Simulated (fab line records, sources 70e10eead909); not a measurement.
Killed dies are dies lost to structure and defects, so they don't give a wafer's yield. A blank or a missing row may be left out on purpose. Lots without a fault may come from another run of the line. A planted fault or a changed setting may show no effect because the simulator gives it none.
fab line records | flow nand_harc
record lots=6 wafers=18 last_day=34
route steps=1302 shown A_WL_FILL@971 A_CONTACT@983 END@1302
lots that met no fault: from a run of the same line without faults
start_h: hours from the record's first day to the start of the lot's first wafer shown | wait_h: hours since the lot's step before | " the same as in the row above | L1.1+2: a row that stands for several wafers | - no value, or no start given | * or withheld: withheld | < > ~ a bound
route shown NAME@n: a module of which the file shows steps, and the number in the route of the first | usual: mean/standard deviation of fault-free wafers | same: alike in all rows | chamber/n: place in a boat | sites: the reading at each site | _std_site: their standard deviation | _edge_site: outer sites' mean less inner sites' | radius_mm: how far each site lies from the wafer's centre | mask NAME#n: copy n | behind: the tool/chamber that last shaped the wafer | hold: why the lot was held/for how many hours/how that ended | device: the transistor (n, p or np) that didn't switch | end of line: the same wafers' tests at the end of the route | a step without rows: its recipe alone | killed: dies lost to structure and defects at the first sort, not the wafer's yield | map: a wafer's dies, x killed, . not, _ none there
set.NAME: the setting as run; set.NAME@STEP: as run at that earlier step | model.NAME: the simulator's own value behind a step, which no gauge read
lots at some steps of the route; a table a step, a row a wafer
services: from which hour (start_h, from the record's first day; less than 0 if before it) a tool's chamber was out of use, for how many hours, and why
## steps
# step NHARC_A_WL_FILL_CVD_23
# recipe target_thk_a=400 temp_c=620 pressure_mtorr=200 time_s=800 material=poly-Si
# step NHARC_A_WL_FILL_ETCHBACK_26
# recipe target_depth_a=520 time_s=13.3 hbr_flow_sccm=150 rf_w=350 icp_w=350 bias_w=60 chemistry=HBr
# usual drypump_motor_current_A=5.7/0.45 oes_product_au=1.004/0.0098 throttle_valve_pct=23.266/0.0086
# columns lot.wafer tool chamber start_h wait_h drypump_motor_current_A oes_product_au rf_hours_counter_h throttle_valve_pct
L820.3 rie_si-04 0 482.99 0.4 5.3 1.005 0.76 23.266
L820.1 " 2 " " 5.1 1.026 0.98 23.267
L820.4 " 3 " " 6.0 0.998 0.84 23.262
L821.2 rie_si-04 1 492.68 0.4 5.2 1.002 0.98 23.279
L821.1 " 2 " " 5.2 1.020 1.02 23.268
L821.5 " 1 " " 5.2 1.000 - 23.264
L828.2 rie_si-02 1 553.06 0.4 6.4 0.984 0.70 23.264
L828.3 " 0 " " 5.4 0.992 0.61 23.272
L828.5 " 1 " " 6.4 0.991 - 23.271
L827.1 rie_si-01 2 556.85 0.4 5.1 1.025 0 23.268
L827.4 " 0 " " 6.0 0.997 0 23.260
L827.6 " 3 " " 5.7 1.013 - 23.272
L843.1 rie_si-04 0 716.11 0.4 5.3 1.014 0.04 23.273
L843.2 " 1 " " 5.2 1.021 0.08 23.263
L843.5 " 2 " " 5.2 1.011 - 23.268
L842.2 rie_si-02 0 731.02 0.4 5.4 1.011 0.53 23.257
L842.1 " 1 " " 6.4 1.018 0.53 23.261
L842.6 " 0 " " 5.4 1.018 - 23.268
# step NHARC_A_WL_FILL_PRECLEAN_30
# recipe time_s=10 chemistry=dHF
# step NHARC_A_WL_FILL_SRD_14
# step NHARC_A_WL_FILL_ALD_19
# recipe target_thk_a=20 pulse_time_s=3 ald_cycles=100 temp_c=450 material=TiN
# usual heater_power_w=1111/110 precursor_pulse_height_rel=0.999/0.02
# columns lot.wafer tool chamber start_h wait_h heater_power_w precursor_pulse_height_rel
L820.3 ald_metal-02 2 483.25 0.1 1050 0.987
L820.1 " 3 " " 1040 0.982
L820.4 " 0 " " 1122 0.967
L821.1 ald_metal-04 0 492.97 0.1 1115 1.013
L821.2 " 1 " " 1212 1.017
L821.5 " 1 " " 1233 1.019
L828.2 ald_metal-01 1 553.35 0.1 1134 1.004
L828.3 " 2 " " 1296 0.999
L828.5 " 1 " " 1142 1.003
L827.1 ald_metal-01 0 557.13 0.1 957 1.020
L827.4 " 2 " " 1279 0.990
L827.6 " 3 " " 1134 1.039
L843.2 ald_metal-01 2 716.36 0.1 1222 1.024
L843.1 " 3 " " 1127 0.992
L843.5 " 3 " " 1117 0.938
L842.2 ald_metal-02 0 731.29 0.1 1116 1.015
L842.1 " 2 " " 1158 0.985
L842.6 " 0 " " 1163 1.010
# step NHARC_A_WL_FILL_CVD_20
# recipe target_thk_a=1000 temp_c=400 pressure_torr=40 wf6_flow_sccm=40 h2_flow_sccm=1600 ar_flow_sccm=1560 time_s=74 material=W
# usual heater_power_w=788/44 mfc_ar_sccm=1559/4.9 throttle_valve_pct=8.24/0.19
# columns lot.wafer tool chamber start_h wait_h heater_power_w mfc_ar_sccm throttle_valve_pct
L820.1 cvd_w-01 1 - - 741 1563 8.25
L820.4 " 0 " " 746 1565 8.33
L820.3 " 1 " " 746 1560 8.33
L821.2 cvd_w-01 0 - - 775 1560 8.44
L821.1 " 1 " " 747 1558 8.42
L821.5 " 1 " " 732 1561 8.32
L828.2 cvd_w-02 0 - - 855 1565 8.37
L828.3 " 0 " " 853 1553 8.04
L828.5 " 0 " " 837 1562 8.20
L827.1 cvd_w-02 1 - - 785 1565 8.33
L827.4 " 1 " " 766 1560 8.07
L827.6 " 0 " " 861 1561 8.32
L843.2 cvd_w-02 1 - - 822 1559 8.28
L843.1 " 0 " " 826 1554 8.09
L843.5 " 1 " " 839 1557 7.98
L842.2 cvd_w-02 0 - - 849 1565 8.24
L842.1 " 1 " " 847 1559 7.96
L842.6 " 0 " " 829 1563 8.31
# step NHARC_A_WL_FILL_CMP_12
# recipe t_overpolish_s=30 target_thk_nm=100
# usual edge_zone_pressure_frac=0.999/0.005 motor_current_A=11.4/0.72 overpolish_run_s=30.000/0.0086 time_to_endpoint_s=20.1/2.3
# columns lot.wafer tool chamber start_h wait_h edge_zone_pressure_frac motor_current_A overpolish_run_s time_to_endpoint_s
L820.3 cmp-02 3 483.63 0.1 1.001 11.1 30.000 19.2
L820.1 " 0 " " 0.999 11.5 29.993 23.2
L820.4 " 1 " " 1.007 11.9 30.011 19.3
L821.2 cmp-01 1 493.38 0.2 1.003 12.5 30.003 21.5
L821.1 " 3 " " 0.992 12.4 30.008 20.6
L821.5 " 1 " " 1.005 11.6 30.008 21.2
L828.3 cmp-01 1 553.80 0.1 0.996 11.5 29.997 20.6
L828.2 " 2 " " 0.995 11.1 30.008 16.5
L828.5 " 3 " " 1.000 12.4 30.014 20.2
L827.4 cmp-02 1 557.79 0.1 1.004 12.0 29.996 23.7
L827.1 " 2 " " 1.002 11.0 29.990 24.4
L827.6 " 0 " " 1.008 11.2 30.004 24.7
L843.2 cmp-01 3 716.79 0.2 0.989 11.9 29.995 18.1
L843.1 " 0 " " 0.989 10.7 29.994 18.4
L843.5 " 1 " " 1.002 12.0 29.993 20.9
L842.1 cmp-01 2 731.65 0.1 1.004 10.6 29.991 18.1
L842.2 " 0 " " 1.002 10.5 30.000 18.8
L842.6 " 3 " " 1.001 12.4 29.990 16.6
# step NHARC_A_WL_FILL_SRD_31
# step NHARC_A_WL_FILL_INSPECT_15
# usual raw_defect_count=464/120
# columns lot.wafer tool chamber start_h wait_h raw_defect_count
L820.1 defect_inspect-01 - 484.14 0.0 468
L820.3 " - " " 439
L820.4 " - " " 414
L821.1 defect_inspect-02 - 493.82 0.0 409
L821.2 " - " " 312
L821.5 " - " " 392
L828.2 defect_inspect-01 - 554.21 0.0 507
L828.3 " - " " 485
L828.5 " - " " 414
L827.1 defect_inspect-02 - 558.23 0.0 485
L827.4 " - " " 419
L827.6 " - " " 394
L843.1 defect_inspect-02 - 717.20 0.0 862
L843.2 " - " " 486
L843.5 " - " " 497
L842.1 defect_inspect-01 - 732.12 0.0 266
L842.2 " - " " 222
L842.6 " - " " 353
# step NHARC_A_CONTACT_DEP_24
# recipe target_thk_a=5000 temp_c=400 pressure_torr=6.5 rf_w=900 teos_flow_sccm=161.4 flow_sccm=2650 target_thk_nm=500 gas=O2 material=SiO2
# usual heater_power_w=517/81 mfc_precursor_sccm=161.4/0.47 showerhead_vpp_V=1874/110 throttle_valve_pct=15.9/0.49
# columns lot.wafer tool chamber start_h wait_h heater_power_w mfc_precursor_sccm showerhead_vpp_V throttle_valve_pct
L820.1 pecvd-04 1 484.21 0.1 508 161.4 2002 16.0
L820.3 " 2 " " 401 161.9 1758 15.2
L820.4 " 2 " " 419 160.8 1760 15.2
L821.2 pecvd-02 2 493.95 0.1 536 161.9 2042 16.0
L821.1 " 0 " " 585 161.7 2023 15.7
L821.5 " 2 " " 550 161.9 2062 16.1
L828.3 pecvd-04 2 554.56 0.4 411 189.2 1755 15.9
L828.2 " 0 " " 542 188.5 1808 15.8
L828.5 " 2 " " 443 188.4 1736 15.7
L827.1 pecvd-04 0 558.36 0.1 480 187.6 1808 15.8
L827.6 " 2 " " 486 188.6 1752 15.7
L827.4 " 1 " " 567 187.7 1995 16.7
L843.1 pecvd-02 1 717.27 0.1 484 161.2 1840 14.9
L843.2 " 2 " " 525 161.6 2014 16.2
L843.5 " 1 " " 524 161.3 1837 15.2
L842.2 pecvd-02 1 732.25 0.1 495 161.1 1850 14.9
L842.1 " 2 " " 599 160.9 2073 16.3
L842.6 " 1 " " 510 161.9 1812 15.1
# step NHARC_A_CONTACT_DEP_28
# recipe target_thk_a=70000 temp_c=400 material=aC
# usual throttle_valve_pct=34.999/0.0094
# columns lot.wafer tool chamber start_h wait_h hold throttle_valve_pct
L820.1 acl_dep-01 0 489.14 4.4 - 35.004
L820.3 " 0 490.57 5.8 - 34.993
L820.4 " 0 " " - 34.992
L821.1 acl_dep-03 0 494.49 0.1 - 35.015
L821.2 " 0 " " - 34.992
L821.5 " 0 497.32 2.9 - 34.991
L828.2 acl_dep-02 0 559.48 4.3 await_dispo/3.5h/release 35.002
L828.3 " 0 " " await_dispo/3.5h/release 34.991
L828.5 " 0 561.63 6.4 await_dispo/3.5h/release 34.981
L827.1 acl_dep-03 0 561.43 2.4 await_dispo/1.8h/release 34.993
L827.4 " 0 563.54 4.5 await_dispo/1.8h/release 34.988
L827.6 " 0 564.94 5.9 await_dispo/1.8h/release 35.005
L843.1 acl_dep-02 0 717.88 0.1 - 35.001
L843.2 " 0 " " - 35.005
L843.5 " 0 720.66 2.8 - 34.983
L842.1 acl_dep-02 0 732.78 0.1 - 35.002
L842.2 " 0 " " - 35.000
L842.6 " 0 736.31 3.6 - 35.007
# step NHARC_END_SORT_01
# recipe temp_c=25
# usual killed_at_array=51/18 killed_at_other=1.0/1.2 killed_at_periphery=3.7/2.9 killed_dies=55/19 killed_open=3.5/1.9 killed_short=2.6/1.6
# same gross_dies=677
# columns lot.wafer tool chamber start_h wait_h killed_at_array killed_at_other killed_at_periphery killed_dies killed_open killed_short
L828.2 prober-01 0 645.52 2.8 65 0 3 68 7 5
L828.3 prober-01 0 646.31 3.1 70 0 3 73 5 1
L828.5 prober-01 0 647.89 3.7 57 1 1 59 3 2
L842.1 prober-01 0 813.46 2.5 20 1 2 23 5 0
L842.2 prober-01 0 814.26 2.8 20 3 2 25 5 1
L842.6 prober-01 0 817.46 4.0 26 2 2 30 4 2
# killed by level:class
L828.2 A_CHANNEL_HOLE_D1:chamber_film_flake=25 A_CHANNEL_HOLE_D2:chamber_film_flake=21 A_ONON_D2:geometric_particle:short=3 A_WL_FILL:chamber_film_flake=3 A_CHANNEL_FILL_D1:geometric_particle:open=2 A_M0:geometric_particle:open=2 A_STAIRCASE:chamber_film_flake=2 A_ONON_D1:geometric_particle:open=1
L828.3 A_CHANNEL_HOLE_D1:chamber_film_flake=30 A_CHANNEL_HOLE_D2:chamber_film_flake=23 A_WL_FILL:chamber_film_flake=5 A_BLC:geometric_particle:open=2 A_CHANNEL_FILL_D1:chamber_film_flake=2 A_SLIT:chamber_film_flake=2 A_STAIRCASE:chamber_film_flake=2 A_CONTACT:chamber_film_flake=2
L828.5 A_CHANNEL_HOLE_D1:chamber_film_flake=34 A_CHANNEL_HOLE_D2:chamber_film_flake=16 A_ONON_D2:geometric_particle:open=1 A_WL_FILL:geometric_particle:open=1 A_BLC:geometric_particle:open=1 A_M0:geometric_particle:short=1 P_ZERO_WELL:chamber_film_flake=1 STARTING-WAFER:geometric_particle:short=1
L842.1 A_CONTACT:chamber_film_flake=5 A_SLIT:chamber_film_flake=3 A_WL_FILL:chamber_film_flake=3 A_M0:chamber_film_flake=2 P_CONTACT:geometric_particle:open=1 P_M0:geometric_particle:open=1 A_CHANNEL_FILL_D2:geometric_particle:open=1 A_BLC:geometric_particle:open=1
L842.2 A_SLIT:chamber_film_flake=6 A_CONTACT:chamber_film_flake=5 A_M0:chamber_film_flake=5 P_M0:geometric_particle:open=2 A_CONTACT:geometric_particle:open=1 A_BLC:geometric_particle:open=1 STARTING-WAFER:geometric_particle:short=1 STARTING-WAFER:geometric_particle:open=1
L842.6 A_SLIT:chamber_film_flake=9 A_CHANNEL_HOLE_D2:chamber_film_flake=3 A_M0:chamber_film_flake=3 A_CHANNEL_HOLE_D1:chamber_film_flake=2 A_CONTACT:chamber_film_flake=2 THIN_TSV:chamber_film_flake=2 P_M2:geometric_particle:open=1 A_ONON_D1:geometric_particle:short=1
## services
# columns tool chamber start_h hours kind
cmp-01 - 479.50 4.0 pm
pecvd-04 1 492.80 18.8 repair
cmp-01 - 510.84 0.4 repair
pecvd-04 1 512.93 2.7 repair
rie_si-04 - 519.00 9.0 pm
ald_metal-01 - 526.00 10.0 pm
rie_si-04 1 532.27 5.3 repair
rie_si-04 - 536.31 0.2 repair
cmp-01 - 541.30 0.9 repair
rie_si-04 2 543.62 1.8 repair
pecvd-02 - 549.54 13.7 repair
ald_metal-01 0 551.83 3.9 repair
pecvd-04 2 573.66 14.5 repair
cmp-01 - 577.50 4.0 pm
pecvd-02 - 589.68 13.0 pm
ald_metal-01 3 606.57 3.6 repair
acl_dep-02 - 609.99 13.0 pm
cmp-01 - 613.34 3.2 repair
cvd_w-02 - 631.00 13.0 pm
cmp-01 - 635.97 2.5 repair
cmp-01 - 650.77 0.3 repair
rie_si-04 1 659.22 6.0 repair
cmp-01 - 675.50 4.0 pm
rie_si-04 - 696.00 9.0 pm
## key
first_sign step=NHARC_A_CONTACT_DEP_24 reading=mfc_precursor_sccm direction=up sigmas=58 usual=161.4 struck=188.3
effect none on later readings
met_at NHARC_A_CONTACT_DEP_24
struck_wafers L827.1,L827.4,L827.6,L828.2,L828.3,L828.5
tester_left_out L827,L828
onset_between 484.21 554.56
fault kind=process_parameter_drift tool=pecvd-04 chamber=- onset_h=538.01 steps=NHARC_A_CONTACT_DEP_24 channel=teos_flow_sccm offset=* shape=step end_h=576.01 acts_in=* stated=*
# tester_left_out: of these lots the tester's yield and bins aren't shown, on N5 and GAA mostly nor the transistor test; their killed dies are dies lost to structure and defects alone, not to doping, threshold or leakage, so they don't give the yield
